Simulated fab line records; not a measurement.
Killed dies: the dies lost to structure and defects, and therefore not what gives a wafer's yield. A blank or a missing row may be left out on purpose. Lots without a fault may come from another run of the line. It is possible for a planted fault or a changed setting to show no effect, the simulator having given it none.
What tool caused it?    flow nand harc    Sampling: 12 lots, 36 wafers, 6 of 1302 route steps

## WHAT THE GAUGES READ, wafer by wafer
NHARC_P_M0_CD_MEAS_09: the cd target is 90 nm. Usual: 89.6 nm for cd nm, sd 0.56.
lot   measured      on         cd nm (nm)      flag
L566  day 5 10:44   cd sem-01  89.2 89.8 90.3  
L567  day 5 20:25   cd sem-01  89.8 90.8 90.3  
L572  day 8 05:23   cd sem-01  90.0 90.0 90.0  
L575  day 9 09:02   cd sem-03  90.0 90.0 90.5  
L578  day 10 11:02  cd sem-01  89.8 90.0 89.3  
L581  day 11 19:58  cd sem-02  88.6 89.8 89.9  
L582  day 12 11:20  cd sem-02  88.8 88.8 89.3  
L583  day 12 16:28  cd sem-01  90.3 91.1 89.8  
L584  day 13 07:31  cd sem-02  90.5 89.4 89.7  
L586  day 14 00:55  cd sem-01  90.2 89.3 89.2  
L587  day 14 06:11  cd sem-02  89.6 90.6 89.0  
L588  day 14 13:16  cd sem-02  90.3 90.2 89.2  

NHARC_P_M1_OVL_MEAS_10: pitch 260 nm. Usual: overlay x nm -0.1 nm, standard deviation 0.8; overlay y nm 0.2 nm, standard deviation 0.76.
lot   measured      on          overlay x nm (nm)  overlay y nm (nm)  flag
L566  day 5 14:46   overlay-01  0.0 -0.7 0.0       -0.1 0.0 -0.3      
L567  day 6 00:38   overlay-02  -1.3 -0.9 -1.1     -0.1 0.2 -0.5      
L572  day 8 09:49   overlay-02  0.6 0.7 0.4        -0.5 -0.8 -0.7     
L575  day 9 13:13   overlay-01  -0.6 -0.9 -1.0     -0.8 -1.0 -0.9     
L578  day 10 15:10  overlay-02  -1.1 -1.2 -1.0     1.0 0.4 0.5        
L581  day 12 00:13  overlay-01  0.7 0.5 0.2        -0.3 -0.1 0.4      
L582  day 12 15:20  overlay-02  0.6 0.6 -0.2       -0.7 -0.4 0.2      
L583  day 12 20:36  overlay-02  0.7 0.9 0.8        -0.1 0.3 0.5       
L584  day 13 11:44  overlay-01  0.3 0.8 0.1        0.0 0.0 -0.3       
L586  day 14 05:08  overlay-01  0.1 -0.1 -0.3      -0.4 -0.2 -0.3     
L587  day 14 10:23  overlay-02  -0.2 0.1 0.4       1.1 2.1 2.0        
L588  day 14 17:29  overlay-02  0.6 1.2 1.1        -0.1 -0.2 0.0      

NHARC_END_SORT_01. Usual: defect limited yield 90.1 % (standard deviation 2.5); killed at array 62 (standard deviation 18); killed at other 0.9 (standard deviation 1.2); killed at periphery 4.2 (standard deviation 2.9); killed dies 67 (standard deviation 17); killed open 3.6 (standard deviation 1.9); killed short 2.5 (standard deviation 1.6).
lot   measured      on         defect limited yield (%)  killed at array  killed at other  killed at periphery  killed dies  killed open  killed short  flag
L572  day 27 00:48  prober-02  87.6 86.1 86.3            80 93 89         0 0 0            4 1 4                84 94 93     2 3 6        2 0 4         
L575  day 28 00:22  prober-02  88.8                      75               0                1                    76           1            5             

## WHICH TOOL RAN EACH LOT (tool, then ch and the chambers of the sampled wafers, then the start)
lot   NHARC_P_M1_STRIP_18                 NHARC_P_M1_ECD_22               NHARC_P_M1_CMP_23
L566  rie diel-09 ch 0,1,3, day 5 15:19   ecd cu-01 ch 0,1, day 5 16:20   cmp-03 ch 0,2,3, day 5 17:59
L567  rie diel-12 ch 1,2,3, day 6 01:10   ecd cu-01 ch 0,1, day 6 02:07   cmp-03 ch 1,2,3, day 6 02:53
L572  rie diel-12 ch 0,1,3, day 8 10:20   ecd cu-01 ch 0,1, day 8 11:21   cmp-02 ch 1,3, day 8 12:47
L575  rie diel-09 ch 0,1,3, day 9 13:43   ecd cu-01 ch 0,1, day 9 14:41   cmp-01 ch 0,1,3, day 9 16:12
L578  rie diel-08 ch 0,2,3, day 10 15:40  ecd cu-02 ch 0,1, day 10 16:38  cmp-02 ch 0,1,2, day 10 17:22
L581  rie diel-09 ch 0,1,3, day 12 00:43  ecd cu-02 ch 0,1, day 12 01:46  cmp-02 ch 0,1,2, day 12 02:27
L582  rie diel-09 ch 0,1,2, day 12 15:52  ecd cu-02 ch 0,1, day 12 16:52  cmp-01 ch 0,1,3, day 12 17:35
L583  rie diel-08 ch 0,1,2, day 12 21:08  ecd cu-01 ch 0,1, day 12 22:16  cmp-03 ch 1,2,3, day 12 22:53
L584  rie diel-12 ch 0,1,2, day 13 12:14  ecd cu-01 ch 0,1, day 13 13:17  cmp-02 ch 0,1,2, day 13 13:57
L586  rie diel-08 ch 1,2,3, day 14 05:39  ecd cu-02 ch 1, day 14 06:55    cmp-01 ch 0,3, day 14 07:38
L587  rie diel-12 ch 0,1,2, day 14 10:54  ecd cu-02 ch 0,1, day 14 11:52  cmp-03 ch 0,1,2, day 14 12:35
L588  rie diel-09 ch 0,1,2, day 14 18:01  ecd cu-01 ch 0,1, day 14 19:01  cmp-03 ch 0,1,3, day 14 19:44
- NHARC_P_M1_STRIP_18: strips in N2/H2.
- NHARC_P_M1_ECD_22: material Cu, target thk 400 nm.
- NHARC_P_M1_CMP_23: polishes, t overpolish 20 s, target thk 157.82 nm.

## WHAT THE TOOLS THEMSELVES READ (means of the sampled wafers that have a number; where no wafer has one, the mark that the record gives instead)
NHARC_P_M1_STRIP_18. Usual: drypump motor current A 5.9 A (standard deviation 0.4); h2 flow sccm 149.9 sccm (standard deviation 0.44); mfc ar sccm 0.004 sccm (standard deviation 0.0062); oes product au 0.996 a.u. (standard deviation 0.012); rf vpp V 91.0 V (standard deviation 0.92); showerhead plenum p Torr 2.10 Torr (standard deviation 0.071); throttle valve pct 14.171 % (standard deviation 0.01).
lot   tool         drypump motor current A (A)  h2 flow sccm (sccm)  mfc ar sccm (sccm)  oes product au (a.u.)  rf vpp V (V)  showerhead plenum p Torr (Torr)  throttle valve pct (%)  flag
L566  rie diel-09  6.4                          150.0                0.009               0.993                  91.0          2.09                             14.177                  
L567  rie diel-12  5.7                          150.5                0.000               1.007                  91.9          2.16                             14.179                  
L572  rie diel-12  5.7                          149.6                0.000               0.994                  90.9          2.10                             14.174                  
L575  rie diel-09  6.4                          150.0                0.009               0.991                  91.0          2.08                             14.164                  
L578  rie diel-08  5.6                          149.8                0.000               1.006                  90.6          2.01                             14.167                  
L581  rie diel-09  6.4                          150.5                0.009               0.993                  90.6          2.08                             14.173                  
L582  rie diel-09  6.0                          150.2                0.004               0.984                  90.7          2.13                             14.171                  
L583  rie diel-08  5.5                          149.6                0.001               1.010                  89.9          2.01                             14.172                  
L584  rie diel-12  5.6                          149.9                0.000               0.998                  90.9          2.10                             14.173                  
L586  rie diel-08  5.8                          150.1                0.001               1.009                  89.9          1.97                             14.174                  
L587  rie diel-12  5.6                          149.7                0.000               0.997                  91.2          2.10                             14.173                  
L588  rie diel-09  6.0                          150.1                0.004               0.996                  90.6          2.13                             14.167                  

NHARC_P_M1_CMP_23. Usual: motor current A 11.7 A, standard deviation 0.99; retaining ring pressure frac 1.001, standard deviation 0.0049; slurry filter dp kPa 13.50 kPa, standard deviation 0.15; time to endpoint s 28.5 s, standard deviation 2.1.
lot   tool    motor current A (A)  retaining ring pressure frac  slurry filter dp kPa (kPa)  time to endpoint s (s)  flag
L566  cmp-03  12.0                 1.002                         13.50                       58.4                    OFF
L567  cmp-03  12.3                 1.000                         13.50                       28.8                    
L572  cmp-02  10.4                 1.005                         13.58                       61.7                    OFF
L575  cmp-01  11.9                 0.996                         13.54                       56.6                    OFF
L578  cmp-02  11.6                 1.001                         13.46                       27.9                    
L581  cmp-02  11.4                 0.994                         13.59                       27.7                    
L582  cmp-01  12.1                 1.001                         13.39                       28.8                    
L583  cmp-03  11.8                 0.999                         13.45                       25.6                    
L584  cmp-02  11.6                 0.998                         13.61                       28.5                    
L586  cmp-01  12.9                 0.996                         13.58                       28.6                    
L587  cmp-03  11.8                 0.998                         13.43                       28.7                    
L588  cmp-03  11.6                 1.007                         13.56                       27.6                    

## THE ANSWER, worked out from the rows above alone
Rule: a lot counts as off when the mean over its wafers that have a number is more than 3 standard deviations away from the usual mean. A lot without any number at a reading at which 4 lots or more have one is off too. The other lots that the step has rows for count as sound. After the gauges, taken in route order, come the tools' own readings; for these a lot's mean is taken, as printed above. The first step at which some lot is off is used, and at that step the reading that is off furthest; a lot without a number counts as furthest.
Off: L566, L572, L575 (NHARC_P_M1_CMP_23, time to endpoint s).
A tool fits if, at that step or a process step before it, it ran every lot that is off, and no sound lot after the first of them. No candidate that was tried fits.

## WHAT THE SIMULATOR PUT IN
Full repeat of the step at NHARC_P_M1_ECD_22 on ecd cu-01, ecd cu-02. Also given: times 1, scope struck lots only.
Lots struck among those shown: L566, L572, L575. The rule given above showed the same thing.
